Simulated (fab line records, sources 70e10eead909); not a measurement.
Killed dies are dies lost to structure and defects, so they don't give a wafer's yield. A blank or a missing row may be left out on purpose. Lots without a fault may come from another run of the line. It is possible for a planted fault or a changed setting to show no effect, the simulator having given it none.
fab line records | flow nand-harc
[record] lots = 14 | wafers = 42 | last-day = 33
route steps=1302 shown P_STI@83 P_GATE@119 END@1302
lots that met no fault: from a run of the same line without faults
start-h: hours from the record's opening day to when the first of the lot's shown wafers began | wait-h: time in hours since the lot's previous step | " as in the row above | L1.1+2: a row that stands for several wafers | - no value, or no start given | * or withheld: withheld | < > ~ a bound
route shown NAME@n: a module of which the file shows steps, and the number in the route of the first | usual: the fault-free wafers' mean and standard deviation | same: alike in all rows | chamber/n: place in a boat | sites: each site's reading | _std_site: their standard deviation | _edge_site: the outer-site mean with the inner-site mean subtracted | radius-mm: for every site, how far away it sits from the centre of the wafer | mask NAME#n: copy n | behind: tool/chamber where the wafer was last shaped | hold: why the lot was held/for how many hours/how that ended | device: which transistor (n, p or np) failed to switch | end of line: the tests these same wafers got at the end of their route | a step without rows: its recipe alone | killed: the dies lost at the first sort to structure and to defects; this is not the yield of the wafer | map: the dies of a wafer, with x for killed, . for not killed, _ for no die there
set.NAME: the run value of the setting; set.NAME@STEP: its run value at that earlier step | model.NAME: the simulator's own value behind a step, which no gauge read
route steps across a sampled set of lots; one table per step, one row per wafer
services: a tool's chamber out of use, with start hour (start-h, from the record's first day; less than 0 if before it), hours out, and reason
[[steps]]
[step NHARC_P_STI_CD_MEAS_09]
[recipe] target-cd-nm = 200 | landing-energy-ev = 500
[usual] cd-nm = 199.2/2
lot.wafer | tool      | chamber | start-h | wait-h | cd-nm
L910.1    | cd-sem-01 | 0       | 50.24   | -      | 196.7
L910.5    | "         | 0       | "       | "      | 200.1
L910.6    | "         | 0       | "       | "      | 202.0
L911.1    | cd-sem-03 | 0       | 60.79   | -      | 197.1
L911.5    | "         | 0       | "       | "      | 198.1
L911.6    | "         | 0       | "       | "      | 199.5
L914.1    | cd-sem-01 | 0       | 83.37   | -      | 199.2
L914.4    | "         | 0       | "       | "      | 199.0
L914.5    | "         | 0       | "       | "      | 195.7
L916.2    | cd-sem-03 | 0       | 103.56  | -      | 198.2
L916.3    | "         | 0       | "       | "      | 199.5
L916.4    | "         | 0       | "       | "      | 197.7
L917.3    | cd-sem-01 | 0       | 113.40  | -      | 202.3
L917.4    | "         | 0       | "       | "      | 199.8
L917.6    | "         | 0       | "       | "      | 202.7
L920.2    | cd-sem-02 | 0       | 146.44  | -      | 201.8
L920.3    | "         | 0       | "       | "      | 199.0
L920.6    | "         | 0       | "       | "      | 200.0
L921.4    | cd-sem-01 | 0       | 155.50  | -      | 201.4
L921.5    | "         | 0       | "       | "      | 201.5
L921.6    | "         | 0       | "       | "      | 201.3
L922.3    | cd-sem-02 | 0       | 167.13  | -      | 195.6
L922.5    | "         | 0       | "       | "      | 196.9
L922.6    | "         | 0       | "       | "      | 197.1
L923.3    | cd-sem-01 | 0       | 174.89  | -      | 197.2
L923.4    | "         | 0       | "       | "      | 198.9
L923.5    | "         | 0       | "       | "      | 196.8
L924.2    | cd-sem-03 | 0       | 182.81  | -      | 198.8
L924.4    | "         | 0       | "       | "      | 197.9
L924.5    | "         | 0       | "       | "      | 202.5
L925.1    | cd-sem-03 | 0       | 193.55  | -      | 202.7
L925.4    | "         | 0       | "       | "      | 200.4
L925.6    | "         | 0       | "       | "      | 199.5
L926.3    | cd-sem-01 | 0       | 201.90  | -      | 199.6
L926.5    | "         | 0       | "       | "      | 197.8
L926.6    | "         | 0       | "       | "      | 197.8
L931.1    | cd-sem-02 | 0       | 254.16  | -      | 197.7
L931.2    | "         | 0       | "       | "      | 202.1
L931.4    | "         | 0       | "       | "      | 198.7
L933.4    | cd-sem-02 | 0       | 273.11  | -      | 199.0
L933.5    | "         | 0       | "       | "      | 202.4
L933.6    | "         | 0       | "       | "      | 201.2
[step NHARC_P_STI_OCD_MEAS_17]
[usual] trench-depth-nm = 301/4.5 | trench-foot-cd-nm = 157.1/2
lot.wafer | tool   | chamber | start-h | wait-h | trench-depth-nm | trench-foot-cd-nm
L910.1    | ocd-01 | -       | 51.06   | 0.1    | 297             | 155.7
L910.5    | "      | -       | "       | "      | 299             | 158.5
L910.6    | "      | -       | "       | "      | 302             | 160.0
L911.1    | ocd-01 | -       | 61.57   | 0.1    | 295             | 155.0
L911.5    | "      | -       | "       | "      | 294             | 156.2
L911.6    | "      | -       | "       | "      | 299             | 157.3
L914.1    | ocd-01 | -       | 84.19   | 0.1    | 297             | 157.7
L914.4    | "      | -       | "       | "      | 295             | 157.6
L914.5    | "      | -       | "       | "      | 295             | 154.2
L916.2    | ocd-02 | -       | 104.34  | 0.1    | 303             | 156.2
L916.3    | "      | -       | "       | "      | 307             | 156.9
L916.4    | "      | -       | "       | "      | 297             | 155.8
L917.3    | ocd-01 | -       | 114.18  | 0.1    | 302             | 160.2
L917.4    | "      | -       | "       | "      | 300             | 158.4
L917.6    | "      | -       | "       | "      | 304             | 159.8
L920.2    | ocd-01 | -       | 147.22  | 0.1    | 301             | 159.9
L920.3    | "      | -       | "       | "      | 309             | 155.8
L920.6    | "      | -       | "       | "      | 302             | 158.0
L921.4    | ocd-01 | -       | 156.28  | 0.1    | 296             | 160.0
L921.5    | "      | -       | "       | "      | 307             | 158.6
L921.6    | "      | -       | "       | "      | 297             | 160.1
L922.3    | ocd-01 | -       | 167.91  | 0.1    | 302             | 153.7
L922.5    | "      | -       | "       | "      | 296             | 155.3
L922.6    | "      | -       | "       | "      | 298             | 155.2
L923.3    | ocd-02 | -       | 175.69  | 0.1    | 301             | 155.4
L923.4    | "      | -       | "       | "      | 304             | 157.0
L923.5    | "      | -       | "       | "      | 305             | 153.8
L924.2    | ocd-02 | -       | 183.60  | 0.1    | 307             | 156.4
L924.4    | "      | -       | "       | "      | 305             | 155.0
L924.5    | "      | -       | "       | "      | 302             | 159.8
L925.1    | ocd-01 | -       | 194.33  | 0.1    | 296             | 160.5
L925.4    | "      | -       | "       | "      | 291             | 159.5
L925.6    | "      | -       | "       | "      | 296             | 157.6
L926.3    | ocd-02 | -       | 202.68  | 0.1    | 305             | 157.3
L926.5    | "      | -       | "       | "      | 303             | 155.0
L926.6    | "      | -       | "       | "      | 296             | 156.7
L931.1    | ocd-02 | -       | 254.95  | 0.1    | 303             | 155.8
L931.2    | "      | -       | "       | "      | 301             | 159.8
L931.4    | "      | -       | "       | "      | 298             | 156.8
L933.4    | ocd-02 | -       | 273.89  | 0.1    | 306             | 156.2
L933.5    | "      | -       | "       | "      | 304             | 160.5
L933.6    | "      | -       | "       | "      | 300             | 158.9
[step NHARC_P_STI_OCD_MEAS_43]
[usual] trench-depth-nm = 301/4.5 | trench-foot-cd-nm = 157.1/2
lot.wafer | tool   | chamber | start-h | wait-h | trench-depth-nm | trench-foot-cd-nm
L910.1    | ocd-02 | -       | 51.58   | -      | 297             | 155.9
L910.5    | "      | -       | "       | "      | 299             | 158.7
L910.6    | "      | -       | "       | "      | 301             | 160.0
L911.1    | ocd-01 | -       | 62.08   | -      | 296             | 155.1
L911.5    | "      | -       | "       | "      | 294             | 156.6
L911.6    | "      | -       | "       | "      | 300             | 157.5
L914.1    | ocd-02 | -       | 84.69   | -      | 297             | 157.6
L914.4    | "      | -       | "       | "      | 295             | 157.8
L914.5    | "      | -       | "       | "      | 295             | 154.8
L916.2    | ocd-01 | -       | 104.85  | -      | 303             | 155.8
L916.3    | "      | -       | "       | "      | 307             | 156.9
L916.4    | "      | -       | "       | "      | 297             | 155.9
L917.3    | ocd-02 | -       | 114.69  | -      | 302             | 160.2
L917.4    | "      | -       | "       | "      | 300             | 158.0
L917.6    | "      | -       | "       | "      | 304             | 160.5
L920.2    | ocd-02 | -       | 147.74  | -      | 302             | 159.5
L920.3    | "      | -       | "       | "      | 309             | 155.2
L920.6    | "      | -       | "       | "      | 301             | 157.8
L921.4    | ocd-02 | -       | 156.80  | -      | 296             | 160.0
L921.5    | "      | -       | "       | "      | 307             | 158.5
L921.6    | "      | -       | "       | "      | 298             | 160.4
L922.3    | ocd-02 | -       | 168.42  | -      | 302             | 153.2
L922.5    | "      | -       | "       | "      | 296             | 155.6
L922.6    | "      | -       | "       | "      | 298             | 155.3
L923.3    | ocd-01 | -       | 176.19  | -      | 301             | 155.3
L923.4    | "      | -       | "       | "      | 304             | 156.4
L923.5    | "      | -       | "       | "      | 305             | 154.0
L924.2    | ocd-02 | -       | 184.10  | -      | 307             | 155.8
L924.4    | "      | -       | "       | "      | 306             | 155.1
L924.5    | "      | -       | "       | "      | 302             | 160.3
L925.1    | ocd-02 | -       | 194.84  | -      | 296             | 160.5
L925.4    | "      | -       | "       | "      | 291             | 159.7
L925.6    | "      | -       | "       | "      | 296             | 157.5
L926.3    | ocd-01 | -       | 203.18  | -      | 305             | 156.4
L926.5    | "      | -       | "       | "      | 303             | 155.2
L926.6    | "      | -       | "       | "      | 296             | 156.3
L931.1    | ocd-01 | -       | 255.45  | -      | 303             | 156.3
L931.2    | "      | -       | "       | "      | 300             | 159.9
L931.4    | "      | -       | "       | "      | 297             | 156.1
L933.4    | ocd-01 | -       | 274.40  | -      | 306             | 156.4
L933.5    | "      | -       | "       | "      | 303             | 159.5
L933.6    | "      | -       | "       | "      | 300             | 159.2
[step NHARC_P_GATE_EXPOSE_08]
[recipe] na = 0.6 | dose-mj = 16.75 | mask-id = P_HV
[usual] exposure-dose-mJ-cm2 = 16.749/0.017
lot.wafer | tool           | chamber | start-h | wait-h | mask   | exposure-dose-mJ-cm2
L910.1    | krf-scanner-02 | 0       | 85.85   | -      | P_HV#0 | 16.720
L910.5    | "              | 0       | "       | "      | P_HV#0 | 16.722
L910.6    | "              | 0       | "       | "      | P_HV#0 | 16.720
L911.1    | krf-scanner-02 | 0       | 99.07   | -      | P_HV#0 | 16.739
L911.5    | "              | 0       | "       | "      | P_HV#0 | 16.793
L911.6    | "              | 0       | "       | "      | P_HV#0 | 16.760
L914.1    | krf-scanner-03 | 0       | 117.79  | -      | P_HV#0 | 16.748
L914.4    | "              | 0       | "       | "      | P_HV#0 | 16.722
L914.5    | "              | 0       | "       | "      | P_HV#0 | 16.757
L916.2    | krf-scanner-03 | 0       | 141.32  | -      | P_HV#0 | 16.736
L916.3    | "              | 0       | "       | "      | P_HV#0 | 16.741
L916.4    | "              | 0       | "       | "      | P_HV#0 | 16.742
L917.3    | krf-scanner-02 | 0       | 158.08  | -      | P_HV#0 | 16.781
L917.4    | "              | 0       | "       | "      | P_HV#0 | 16.757
L917.6    | "              | 0       | "       | "      | P_HV#0 | 16.765
L920.2    | krf-scanner-03 | 0       | 180.38  | -      | P_HV#0 | 16.752
L920.3    | "              | 0       | "       | "      | P_HV#0 | 16.723
L920.6    | "              | 0       | "       | "      | P_HV#0 | 16.744
L921.4    | krf-scanner-02 | 0       | 190.70  | -      | P_HV#0 | 16.737
L921.5    | "              | 0       | "       | "      | P_HV#0 | 16.737
L921.6    | "              | 0       | "       | "      | P_HV#0 | 16.740
L922.3    | krf-scanner-02 | 0       | 206.95  | -      | P_HV#0 | 16.771
L922.5    | "              | 0       | "       | "      | P_HV#0 | 16.775
L922.6    | "              | 0       | "       | "      | P_HV#0 | 16.772
L923.3    | krf-scanner-03 | 0       | 207.11  | -      | P_HV#0 | 16.745
L923.4    | "              | 0       | "       | "      | P_HV#0 | 16.743
L923.5    | "              | 0       | "       | "      | P_HV#0 | 16.741
L925.1    | krf-scanner-02 | 0       | 226.12  | -      | P_HV#0 | 21.819
L925.4    | "              | 0       | "       | "      | P_HV#0 | 21.861
L925.6    | "              | 0       | "       | "      | P_HV#0 | 21.842
L924.2    | krf-scanner-02 | 0       | 226.16  | -      | P_HV#0 | 21.827
L924.4    | "              | 0       | "       | "      | P_HV#0 | 21.821
L924.5    | "              | 0       | "       | "      | P_HV#0 | 21.820
L926.3    | krf-scanner-02 | 0       | 239.03  | -      | P_HV#0 | 21.817
L926.5    | "              | 0       | "       | "      | P_HV#0 | 21.818
L926.6    | "              | 0       | "       | "      | P_HV#0 | 21.819
L931.1    | krf-scanner-02 | 0       | 291.41  | -      | P_HV#0 | 21.829
L931.2    | "              | 0       | "       | "      | P_HV#0 | 21.840
L931.4    | "              | 0       | "       | "      | P_HV#0 | 21.839
L933.4    | krf-scanner-01 | 0       | 310.20  | -      | P_HV#0 | 16.712
L933.5    | "              | 0       | "       | "      | P_HV#0 | 16.733
L933.6    | "              | 0       | "       | "      | P_HV#0 | 16.742
[step NHARC_END_SORT_01]
[recipe] temp-c = 25
[usual] killed-at-array = 50/20 | killed-at-other = 1.2/1.5 | killed-at-periphery = 3.6/2.6 | killed-dies = 55/20 | killed-open = 3.4/2 | killed-short = 2.7/1.6
[same] gross-dies = 677
lot.wafer | tool      | chamber | start-h | wait-h | killed-at-array | killed-at-other | killed-at-periphery | killed-dies | killed-open | killed-short
L922.3    | prober-01 | 0       | 673.86  | 3.1    | 40              | 0               | 4                   | 44          | 3           | 8
L922.5    | prober-01 | 0       | 675.45  | 3.7    | 30              | 1               | 4                   | 35          | 4           | 2
L922.6    | prober-01 | 0       | 676.24  | 4.0    | 19              | 0               | 4                   | 23          | 2           | 5
// killed by level:class
L922.3 A_CHANNEL_HOLE_D1:chamber-film-flake=12 A_CONTACT:chamber-film-flake=10 A_SLIT:chamber-film-flake=4 A_CHANNEL_HOLE_D2:chamber-film-flake=4 A_ONON_D1:geometric-particle:short=3 A_DECK1_JOINT:geometric-particle:short=2 P_ZERO_WELL:geometric-particle:short=1 P_M0:geometric-particle:open=1
L922.5 A_CHANNEL_HOLE_D2:chamber-film-flake=15 A_CHANNEL_HOLE_D1:chamber-film-flake=5 A_CHANNEL_FILL_D2:chamber-film-flake=2 A_CONTACT:chamber-film-flake=2 P_CONTACT:geometric-particle:short=1 P_CONTACT:geometric-particle:open=1 P_M2:geometric-particle:open=1 A_ONON_D1:geometric-particle:short=1
L922.6 A_CHANNEL_HOLE_D2:chamber-film-flake=7 A_CONTACT:chamber-film-flake=7 P_M0:geometric-particle:short=2 P_CONTACT:geometric-particle:open=1 A_ONON_D1:geometric-particle:short=1 A_CHANNEL_FILL_D1:geometric-particle:short=1 A_STAIRCASE:geometric-particle:open=1 A_WL_FILL:geometric-particle:short=1
[[services]]
tool           | chamber | start-h | hours | kind
krf-scanner-03 | 0       | 116.39  | -     | calibration
krf-scanner-02 | 0       | 125.71  | -     | calibration
krf-scanner-03 | -       | 127.58  | 0.2   | repair
krf-scanner-01 | 0       | 138.07  | -     | calibration
krf-scanner-01 | -       | 140.00  | 4.0   | pm
krf-scanner-02 | -       | 141.23  | 4.0   | pm
krf-scanner-03 | -       | 196.19  | 1.0   | repair
krf-scanner-01 | -       | 216.12  | 0.5   | repair
krf-scanner-03 | -       | 224.03  | 4.0   | pm
krf-scanner-01 | -       | 239.80  | 3.7   | repair
krf-scanner-03 | -       | 242.77  | 1.5   | repair
krf-scanner-02 | -       | 257.71  | 25.7  | repair
krf-scanner-03 | 0       | 273.97  | -     | calibration
krf-scanner-02 | -       | 291.60  | 0.1   | repair
krf-scanner-02 | 0       | 296.37  | -     | calibration
krf-scanner-01 | 0       | 300.12  | -     | calibration
[[key]]
[first-sign] step = NHARC_P_GATE_EXPOSE_08 | reading = exposure-dose-mJ-cm2 | direction = up | sigmas = 99+ | usual = 16.749 | struck = 21.829
effect none on later readings
met-at NHARC_P_GATE_EXPOSE_08
struck-lots L924,L925,L926,L931
tester-left-out L924,L925,L926,L931
not-acting-at NHARC_P_STI_CD_MEAS_09,NHARC_P_STI_OCD_MEAS_17,NHARC_P_STI_OCD_MEAS_43
onset-between 206.95 226.12
[fault] kind = process-parameter-drift | tool = krf-scanner-02 | chamber = - | onset-h = 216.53 | steps = NHARC_P_GATE_EXPOSE_08 | channel = dose-mj | offset = 5.0831 | shape = step | acts-in = these-recipes-only | stated = 16.75
// tester-left-out: of these lots the tester's yield and bins aren't shown, on N5 and GAA mostly nor the transistor test; their killed dies are dies lost to structure and defects alone, not to doping, threshold or leakage, so they don't give the yield
